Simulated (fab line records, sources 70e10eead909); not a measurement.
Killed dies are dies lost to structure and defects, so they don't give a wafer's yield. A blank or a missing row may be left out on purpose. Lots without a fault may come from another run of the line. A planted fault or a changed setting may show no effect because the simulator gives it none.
Which tool did it? | flow nand_harc | 6 lots, 18 wafers sampled, at 5 steps of a route of 1302

WHAT THE GAUGES READ, wafer by wafer
NHARC_END_SORT_01.
lot  | measured     | on        | defect_limited_yield (%)
L567 | day 32 23:24 | prober-02 | 76 76 76
L572 | day 33 07:10 | prober-01 | 84 84 83

WHICH TOOL RAN EACH LOT (tool, then ch and the chambers of the sampled wafers, then the start)
lot  | NHARC_THIN_TSV_DEP_43           | NHARC_THIN_TSV_DESCUM_14           | NHARC_THIN_TSV_ETCH_44             | NHARC_THIN_TSV_CMP_21
L553 | pecvd-01 ch 0,1,2, day 24 11:19 | rie_diel-10 ch 2,3, day 24 12:14   | rie_diel-10 ch 1,2, day 24 12:19   | cmp-03 ch 0,1,2, day 24 16:29
L556 | pecvd-01 ch 0,1, day 26 10:05   | rie_diel-09 ch 0,1,2, day 26 11:00 | rie_diel-09 ch 1,2, day 26 11:15   | cmp-02 ch 0,3, day 26 15:22
L559 | pecvd-01 ch 0,1, day 27 21:09   | rie_diel-09 ch 1,2,3, day 27 22:01 | rie_diel-09 ch 0,1,2, day 27 22:06 | cmp-01 ch 0,1,2, day 28 02:09
L562 | pecvd-03 ch 0,2, day 28 16:56   | rie_diel-11 ch 1,2, day 28 17:49   | rie_diel-11 ch 2,3, day 28 17:53   | cmp-01 ch 0,1, day 28 21:57
L567 | pecvd-01 ch 0,2, day 32 06:53   | rie_diel-11 ch 0,2,3, day 32 07:41 | rie_diel-11 ch 0,1,2, day 32 07:55 | cmp-02 ch 0,3, day 32 11:52
L572 | pecvd-01 ch 0,1, day 32 09:11   | rie_diel-10 ch 0,2,3, day 32 10:12 | rie_diel-10 ch 2,3, day 32 10:16   | cmp-03 ch 2,3, day 32 14:20
- NHARC_THIN_TSV_DEP_43: deposits SiO2, target thk 1328.5 nm.
- NHARC_THIN_TSV_DESCUM_14: chemistry O2, time 3 s.
- NHARC_THIN_TSV_ETCH_44: etches the open film in CF4/O2, target depth 1594.2 nm, time 797.1 s.
- NHARC_THIN_TSV_CMP_21: polishes, t overpolish 30 s, target thk 2000 nm.

THE ANSWER, worked out from the rows above alone
Rule: what is usual is taken from the lots themselves. Put in order of their means at a reading, lots are off if they are a third of the lots or fewer, leave a main group of 4 or more, and stand apart from it by a gap of 3 or more times the standard deviation of the main group's means; of several such gaps the widest counts. A main group whose means are all the same, to the digits that the tables above print for the reading, isn't used. A lot without any number at a reading at which 4 lots or more have one is off too. The other lots that the step has rows for count as sound.
No lot is off at any reading shown: from this, nothing can be told.

WHAT THE SIMULATOR HAD PUT IN
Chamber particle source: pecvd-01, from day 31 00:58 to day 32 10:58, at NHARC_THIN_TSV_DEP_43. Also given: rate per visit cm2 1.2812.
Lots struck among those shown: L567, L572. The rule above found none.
